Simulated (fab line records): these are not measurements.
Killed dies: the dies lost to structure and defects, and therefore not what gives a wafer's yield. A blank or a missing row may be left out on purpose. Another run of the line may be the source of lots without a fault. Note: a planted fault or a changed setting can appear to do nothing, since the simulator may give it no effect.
fab line records / flow n5Finfet
record: lots: 4 wafers: 12 lastDay: 20
route steps=1938 shown GATE_CUT@490 MOL_CONTACT_COAG@517 PASSIVATION@1936
lots that met no fault: taken from a fault-free run of the same line
startH: start of the lot's first displayed wafer, in hours after the record's first day / waitH: hours elapsed since this lot's preceding step / " repeats the value in the row above / L1.1+2: a single row standing in for several wafers / - no value, or no start given / * or withheld: withheld / < > ~ a bound
route shown NAME@n: names a module that has steps shown in the file, with the first one's number in the route / usual: average and standard deviation across the fault-free wafers / same: alike in all rows / chamber/n: place in a boat / sites: the reading at each site / _std_site: the values' standard deviation / _edge_site: inner sites' mean taken away from outer sites' mean / radiusMm: how far each site lies from the wafer's centre / mask NAME#n: copy n / behind: the tool/chamber that last shaped the wafer / hold: cause of the lot's hold/its duration in hours/its outcome / device: the transistor (n, p or np) that didn't switch / end of line: tests run on the same wafers once the route is complete / for a step that has no rows: nothing shown but its recipe / killed: dies that structure and defects cost at the first sort, which is not the same as the wafer's yield / map: per-die view of a wafer (x killed, . not killed, _ where there is no die)
set.NAME: the setting that was run; set.NAME@STEP: the one run at that earlier step / model.NAME: the simulator's own value behind a step, which no gauge read
lots at selected steps of the route; one table per step, one row per wafer
services: the hour from which a tool's chamber was out of use, counted from the record's first day as startH (under 0 if before that day), plus the number of hours and why
== steps ==
step: N5_GATE_CUT_DESCUM_18
recipe: chemistry: O2 timeS: 7 sourcePowerW: 50 biasPowerW: 20 pressureMtorr: 20 rfFrequencyHz: 2.712e+07 tempC: 40 resist: CAR-EUV o2FlowSccm: 225
step: N5_GATE_CUT_ETCH_28
recipe: chemistry: N2/H2 target: underlayer targetDepthA: 130 maskMaterial: CAR-EUV timeS: 10.4 ionEnergyEv: 200 pressureMtorr: 30 sourceW: 840 biasW: 150 n2FlowSccm: 200 h2FlowSccm: 200 ends: cleared
step: N5_GATE_CUT_ETCH_36
recipe: chemistry: CF4 target: SiARC targetDepthA: 130 maskMaterial: CAR-EUV timeS: 21.7 ionEnergyEv: 80 pressureMtorr: 40 sourceW: 545 biasW: 36 Ar_flow_sccm: 100 cf4FlowSccm: 100 ends: cleared
step: N5_GATE_CUT_ETCH_37
recipe: chemistry: N2/H2 target: SOC targetDepthA: 600 overetchA: 120 maskMaterial: SiARC tempC: 40 timeS: 90 ionEnergyEv: 200 pressureMtorr: 30 sourceW: 840 biasW: 150 n2FlowSccm: 200 h2FlowSccm: 200
step: N5_GATE_CUT_STRIP_38
recipe: chemistry: N2/H2 tempC: 40 n2FlowSccm: 200 h2FlowSccm: 200 rfFrequencyHz: 6e+07
step: N5_GATE_CUT_STRIP_39
recipe: chemistry: N2/H2 tempC: 40 n2FlowSccm: 200 h2FlowSccm: 200 rfFrequencyHz: 6e+07
step: N5_GATE_CUT_HM_OPEN_40
recipe: chemistry: C4F6/O2 target: SiO2 maskMaterial: SiARC targetDepthA: 1390 timeS: 85.1 ionEnergyEv: 250 pressureMtorr: 30 sourceW: 345 biasW: 185 Ar_flow_sccm: 300 C4F6_flow_sccm: 10 O2_flow_sccm: 10 ends: cleared
step: N5_GATE_CUT_STRIP_41
recipe: chemistry: CF4 resist: SiARC powerW: 300 biasPowerW: 75 pressureMtorr: 50 cf4FlowSccm: 150 rfFrequencyHz: 6e+07
step: N5_GATE_CUT_STRIP_42
recipe: chemistry: O2 powerW: 400 tempC: 40 pressureMtorr: 30 rfFrequencyHz: 6e+07 biasPowerW: 0 overashFraction: 0.3 o2FlowSccm: 225
step: N5_GATE_CUT_ETCH_19
recipe: chemistry: CH3F/O2 target: SiNx maskMaterial: SiO2 targetDepthA: 537 timeS: 76.7 pressureMtorr: 30 sourceW: 395 biasW: 73 Ar_flow_sccm: 150 CH3F_flow_sccm: 30 O2_flow_sccm: 20 ionEnergyEv: 120 ends: cleared
step: N5_GATE_CUT_CUT_ETCH_53
recipe: chemistry: SF6/Cl2 target: W maskMaterial: SiO2 targetDepthA: 792 pressureMtorr: 8 icpW: 900 biasW: 80 SF6_flow_sccm: 40 Cl2_flow_sccm: 60 ends: cleared
usual: drypumpMotorCurrentA: 6.1/0.41 etchRfOnTimeS: 26.13/0.3 oesProductAu: 0.73/0.089 throttleValvePct: 28.90/0.1
lot.wafer=L609.1 tool=rieMetal-03 chamber=1 startH=84.33 waitH=0.1 drypumpMotorCurrentA=6.5 etchRfOnTimeS=26.43 oesProductAu=0.55 rfHoursCounterH=127 throttleValvePct=29.06
lot.wafer=L609.2 tool=rieMetal-03 chamber=0 startH=84.33 waitH=0.1 drypumpMotorCurrentA=5.7 etchRfOnTimeS=25.82 oesProductAu=0.79 rfHoursCounterH=14 throttleValvePct=28.87
lot.wafer=L609.6 tool=rieMetal-03 chamber=1 startH=84.33 waitH=0.1 drypumpMotorCurrentA=6.5 etchRfOnTimeS=26.52 oesProductAu=0.55 rfHoursCounterH=- throttleValvePct=29.07
lot.wafer=L630.2 tool=rieMetal-03 chamber=1 startH=221.32 waitH=0.1 drypumpMotorCurrentA=6.6 etchRfOnTimeS=26.15 oesProductAu=0.84 rfHoursCounterH=4 throttleValvePct=28.88
lot.wafer=L630.3 tool=rieMetal-03 chamber=0 startH=221.32 waitH=0.1 drypumpMotorCurrentA=5.7 etchRfOnTimeS=25.92 oesProductAu=0.74 rfHoursCounterH=- throttleValvePct=28.92
lot.wafer=L630.5 tool=rieMetal-03 chamber=1 startH=221.32 waitH=0.1 drypumpMotorCurrentA=6.6 etchRfOnTimeS=26.04 oesProductAu=0.84 rfHoursCounterH=- throttleValvePct=28.89
lot.wafer=L629.3 tool=rieMetal-03 chamber=0 startH=227.11 waitH=0.1 drypumpMotorCurrentA=5.7 etchRfOnTimeS=26.09 oesProductAu=0.74 rfHoursCounterH=- throttleValvePct=28.89
lot.wafer=L629.4 tool=rieMetal-03 chamber=1 startH=227.11 waitH=0.1 drypumpMotorCurrentA=6.5 etchRfOnTimeS=26.21 oesProductAu=0.84 rfHoursCounterH=- throttleValvePct=28.91
lot.wafer=L629.5 tool=rieMetal-03 chamber=0 startH=227.11 waitH=0.1 drypumpMotorCurrentA=5.7 etchRfOnTimeS=26.16 oesProductAu=0.73 rfHoursCounterH=- throttleValvePct=28.91
lot.wafer=L631.2 tool=rieMetal-01 chamber=0 startH=227.44 waitH=0.1 drypumpMotorCurrentA=6.1 etchRfOnTimeS=26.55 oesProductAu=0.72 rfHoursCounterH=34 throttleValvePct=28.71
lot.wafer=L631.4 tool=rieMetal-01 chamber=1 startH=227.44 waitH=0.1 drypumpMotorCurrentA=6.5 etchRfOnTimeS=25.98 oesProductAu=0.72 rfHoursCounterH=- throttleValvePct=28.92
lot.wafer=L631.5 tool=rieMetal-01 chamber=0 startH=227.44 waitH=0.1 drypumpMotorCurrentA=6.1 etchRfOnTimeS=26.70 oesProductAu=0.72 rfHoursCounterH=- throttleValvePct=28.70
step: N5_GATE_CUT_CUT_ETCH_54
recipe: chemistry: Cl2/BCl3 target: TiN maskMaterial: SiO2 targetDepthA: 967 pressureMtorr: 10 icpW: 1000 biasW: 126 Cl2_flow_sccm: 53.25 bcl3FlowSccm: 21.75 Ar_flow_sccm: 25 ends: cleared
step: N5_GATE_CUT_CUT_ETCH_55
recipe: chemistry: BCl3 target: HfO2 maskMaterial: SiO2 targetDepthA: 32 ionEnergyEv: 30 pressureMtorr: 5 icpW: 450 biasW: 18 bcl3FlowSccm: 80
step: N5_GATE_CUT_ETCH_47
recipe: chemistry: Cl2/BCl3 target: SiO2 targetDepthA: 100 pressureMtorr: 10 icpW: 1000 biasW: 126 Cl2_flow_sccm: 53.25 bcl3FlowSccm: 21.75 Ar_flow_sccm: 25
step: N5_GATE_CUT_VAPOR_ETCH_48
recipe: chemistry: BCl3/Cl2 target: TiN mode: isotropic
step: N5_GATE_CUT_VAPOR_ETCH_49
recipe: chemistry: BCl3/Cl2 target: TiAlC mode: isotropic
step: N5_GATE_CUT_VAPOR_ETCH_51
recipe: chemistry: BCl3/Cl2 target: HfO2 mode: isotropic
step: N5_GATE_CUT_STRIP_21
recipe: chemistry: N2/H2 timeS: 30 powerW: 1000 tempC: 250 pressureMtorr: withheld n2FlowSccm: 1750 h2FlowSccm: 3250
step: N5_GATE_CUT_STRIP_29
recipe: chemistry: postEtchResidueRemover timeS: 60 tempC: 25 removerPh: withheld removerWaterWtPct: withheld removerFluorideWtPct: withheld
step: N5_GATE_CUT_SRD_52
recipe: dry: ipaMarangoni timeS: 30 tempC: 23 rinseLiquid: diw
step: N5_GATE_CUT_ALD_22
recipe: material: SiNx targetThkA: 160 tempC: 400 aldPrecursorFamily: SiH2I2 aldCoReactant: N2/H2-plasma pulseTimeS: 1 aldCycles: 320 purgeTimeS: 2 coReactantPurgeTimeS: 2 pressureTorr: 2
step: N5_GATE_CUT_CMP_23
recipe: stopOn: SiO2 tOverpolishS: 23.4 postCmpClean: alkalineBrush downForcePsi: 2.5 platenRpm: 51.8 padVelocityMS: 1.0307 targetThkNm: 16
step: N5_GATE_CUT_CMP_43
recipe: material: SiO2 postCmpClean: rinseOnly
step: N5_GATE_CUT_CMP_61
recipe: stopOn: SiNx tOverpolishS: 3 postCmpClean: alkalineBrush downForcePsi: 4 platenRpm: 27.09 padVelocityMS: 0.539
step: N5_MOL_CONTACT_COAG_COAT_103
recipe: resist: SOC tempC: 250 timeS: 60 spinRpm: 1500 resistThkNm: 80
step: N5_MOL_CONTACT_COAG_COAT_104
recipe: resist: SiARC tempC: 220 timeS: 60 spinRpm: 1500 resistThkNm: 12
step: N5_MOL_CONTACT_COAG_COAT_58
recipe: resist: underlayer tempC: 205 timeS: 60 spinRpm: 1500 resistThkNm: 10
step: N5_MOL_CONTACT_COAG_COAT_02
recipe: resist: CAR-EUV spinRpm: 1500 resistThkNm: 30
step: N5_MOL_CONTACT_COAG_EBR_04
recipe: solvent: PGMEA ebrWidthMm: 1.5
step: N5_MOL_CONTACT_COAG_SOFTBAKE_03
recipe: tempC: 110 timeS: 60 resist: CAR-EUV
step: N5_MOL_CONTACT_COAG_EXPOSE_05
recipe: maskId: CA na: 0.33 sourceShape: annular sigmaInner: 0.4 sigmaOuter: 0.8 polarization: unpolarized defocusNm: 0 doseMj: 38.25
step: N5_MOL_CONTACT_COAG_PEB_06
recipe: pebTempC: 100 pebTimeS: 60 resist: CAR-EUV
step: N5_MOL_CONTACT_COAG_DEVELOP_07
recipe: developTimeS: 30 developer: TMAH resist: CAR-EUV rinseLiquid: surfactantRinse dry: airSpin devTempC: 23
step: N5_MOL_CONTACT_COAG_DESCUM_13
recipe: chemistry: O2 timeS: 7 sourcePowerW: 50 biasPowerW: 20 pressureMtorr: 20 rfFrequencyHz: 2.712e+07 tempC: 40 resist: CAR-EUV o2FlowSccm: 225
step: N5_PASSIVATION_PROBE_49
usual: killed_at_M0_to_M3: 37/12 killed_at_M4_up: 15/5.6 killedAtContacts: 13/6.9 killedAtFrontEnd: 40/11 killedAtOther: 4/3.2 killedDies: 109/20 killedOpen: 73/15 killedShort: 35/8.3
same: grossDies: 1180 killedAtBackSide: 0
lot.wafer=L629.3 tool=prober-02 chamber=- startH=478.54 waitH=0.1 killed_at_M0_to_M3=53 killed_at_M4_up=12 killedAtContacts=10 killedAtFrontEnd=137 killedAtOther=5 killedDies=217 killedOpen=79 killedShort=28
lot.wafer=L629.4 tool=prober-02 chamber=- startH=478.59 waitH=0.2 killed_at_M0_to_M3=24 killed_at_M4_up=20 killedAtContacts=11 killedAtFrontEnd=136 killedAtOther=2 killedDies=193 killedOpen=73 killedShort=25
lot.wafer=L629.5 tool=prober-02 chamber=- startH=478.64 waitH=0.2 killed_at_M0_to_M3=40 killed_at_M4_up=24 killedAtContacts=15 killedAtFrontEnd=124 killedAtOther=6 killedDies=209 killedOpen=83 killedShort=30
lot.wafer=L630.2 tool=prober-02 chamber=- startH=482.37 waitH=0.1 killed_at_M0_to_M3=49 killed_at_M4_up=12 killedAtContacts=15 killedAtFrontEnd=125 killedAtOther=2 killedDies=203 killedOpen=81 killedShort=38
lot.wafer=L630.3 tool=prober-02 chamber=- startH=482.42 waitH=0.1 killed_at_M0_to_M3=44 killed_at_M4_up=14 killedAtContacts=17 killedAtFrontEnd=130 killedAtOther=1 killedDies=206 killedOpen=68 killedShort=27
lot.wafer=L630.5 tool=prober-02 chamber=- startH=482.52 waitH=0.2 killed_at_M0_to_M3=60 killed_at_M4_up=10 killedAtContacts=7 killedAtFrontEnd=121 killedAtOther=0 killedDies=198 killedOpen=71 killedShort=42
killed by level:class
L629.3 GATE_CUT:unspecified=107 BEOL_M1:geometricParticle:open=16 BEOL_M2:geometricParticle:open=10 STI_FIN_REVEAL:geometricParticle:open=9 MOL_CONTACT_COAG:geometricParticle:open=9 FIN_SAQP:geometricParticle:open=8 BEOL_M0_SAQP:geometricParticle:open=7 BEOL_M2:geometricParticle:short=5
L629.4 GATE_CUT:unspecified=93 STI_FIN_REVEAL:geometricParticle:open=14 BEOL_M4:geometricParticle:open=13 MOL_CONTACT_COAG:geometricParticle:open=9 ILD0:geometricParticle:short=8 BEOL_M1:geometricParticle:open=6 BEOL_M2:geometricParticle:open=5 BEOL_M3:geometricParticle:open=5
L629.5 GATE_CUT:unspecified=94 STI_FIN_REVEAL:geometricParticle:open=15 MOL_CONTACT_COAG:geometricParticle:open=13 BEOL_M2:geometricParticle:open=13 BEOL_M4:geometricParticle:open=7 BEOL_M0_SAQP:geometricParticle:open=6 BEOL_M0_SAQP:geometricParticle:short=6 BEOL_M1:geometricParticle:open=5
L630.2 GATE_CUT:unspecified=84 BEOL_M0_SAQP:geometricParticle:open=13 MOL_CONTACT_COAG:geometricParticle:open=12 BEOL_M2:geometricParticle:open=11 FIN_SAQP:geometricParticle:open=10 BEOL_M4:geometricParticle:open=7 FIN_SAQP:geometricParticle:short=6 BEOL_M0_SAQP:geometricParticle:short=6
L630.3 GATE_CUT:unspecified=111 BEOL_M2:geometricParticle:open=15 MOL_CONTACT_COAG:geometricParticle:open=13 BEOL_M0_SAQP:geometricParticle:open=7 BEOL_M0:geometricParticle:open=5 BEOL_M3:geometricParticle:open=5 ILD0:geometricParticle:open=4 MOL_CONTACT_COAG:geometricParticle:short=4
L630.5 GATE_CUT:unspecified=85 BEOL_M0_SAQP:geometricParticle:short=20 BEOL_M0_SAQP:geometricParticle:open=14 STI_FIN_REVEAL:geometricParticle:open=9 BEOL_M2:geometricParticle:open=8 FIN_SAQP:geometricParticle:open=7 BEOL_M1:geometricParticle:open=7 MOL_CONTACT_COAG:geometricParticle:open=6
map L629.3 (x killed, . not)
_________________.x..........________________
______________..........x......._____________
___________.........x............x.__________
__________......x.............x....._________
________..x.x....x...................._______
_______x..............x.............x..______
______...x..x......................x..xx_____
_____..............x..x..x...............____
____..................x......x............___
___..x.xx...............x.x........x.x.....__
___..x..x..........................x.....x.__
__...............xx..x.x...........xx......._
__..........x....x.xx.....xx.....x.........._
_x.......................x.xxxx.x............
_.........x.........x...xxxx.x....x.........x
_xx...x..........x.x..xxxx.xxxxx.x..x........
_..xx.......x.x......xxxxxxxxxxxx...x..x.....
_...................x.xxxxxxxxxx...x.x.......
_..x.x.......x......x.xxxxxxxxxxx.x....x.....
_...................xxxxxxxxxxxxx.x..........
_................x..x.xxxxxxxxxx..x.........x
__....................xxxxxxxxx.x..........._
__xx.................x...xxx.xxxxx.........._
___.....xxx...........x.x.xx.xx...x.x......__
___..x..........xx.....x.xx..x...........x.__
____.......x............x..........x....x.___
_____........x....x......x..x........x...____
______.....x...x................x......._____
_______.............................x..______
________.x.........................x.._______
__________.....xx...............x..._________
___________...x.......x.....x......__________
______________...x............x._____________
_________________............________________
map L630.3 (x killed, . not)
_________________xx....xx....________________
______________.....xx....x......_____________
___________......x.x..x............__________
__________......x..x.....x.....x...._________
________.x.......x................x..._______
_______...x......xx..x.................______
______................................xx_____
_____......................x..x...x......____
____..............x..x.............x......___
___......x................................x__
___...............x........x...........x...__
__...x..x...x.....x.....x.x........x........_
__..............x.............x..........xxx_
_..........x..............x..................
_............x.......x.x.x.x.xxxx............
_...x...x...x........xxxxxxxxxxxx....x.......
_...x..................xxxxxxxxxx..x........x
_...x...............xxxxxxxxxxx..xx..........
_....x............x..xxxxxxxxxx.x.x..xx......
_..........x.......xx.xxxxxxxxxxxx.x..x......
_...............x..xx.xxxxxxxxxxxx.........x.
__x.............x...xx.xxxxxxxxxxx.........._
__...x.x..x.....x.....xxxxx.xxx........x...._
___.........x.......xx....x.........x......__
___....................x.x.xxx.............__
____............x........x.x...x..........___
_____.................x.............x..x.____
______..........x.x..........x..x......._____
_______...............................x______
________......................x......._______
__________.............x..........x._________
___________.............x..........__________
______________...............xx._____________
_________________x...........________________
== services ==
tool=rieMetal-03 chamber=1 startH=99.45 hours=4.7 kind=repair
tool=rieMetal-01 chamber=- startH=123.27 hours=0.9 kind=repair
tool=rieMetal-01 chamber=1 startH=139.17 hours=8.5 kind=repair
tool=rieMetal-03 chamber=1 startH=165.33 hours=- kind=clean
tool=rieMetal-03 chamber=1 startH=165.33 hours=24.7 kind=scheduledDown
tool=rieMetal-03 chamber=1 startH=165.33 hours=24.7 kind=ventCycle
== key ==
firstSign: step: N5_PASSIVATION_PROBE_49 reading: killedAtFrontEnd direction: up sigmas: 7.8 usual: 40 struck: 129
effect: step: N5_PASSIVATION_PROBE_49 reading: killedDies direction: up sigmas: 4.8 usual: 109 struck: 204
moreKillsBornAt: N5_GATE_CUT_CUT_ETCH_53@rieMetal-03: 574
metAt N5_GATE_CUT_CUT_ETCH_53
struckWafers L629.3,L629.4,L629.5,L630.2,L630.3,L630.5
testerLeftOut L629,L630
onsetBetween 84.33 221.32
alsoFits time
fault: kind: chamberParticleSource tool: rieMetal-03 chamber: - onsetH: 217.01 steps: N5_GATE_CUT_CUT_ETCH_53 ratePerVisitCm2: 0.52248 endH: 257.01
testerLeftOut: of these lots the tester's yield and bins aren't shown, on N5 and GAA mostly nor the transistor test; their killed dies are dies lost to structure and defects alone, not to doping, threshold or leakage, so they don't give the yield
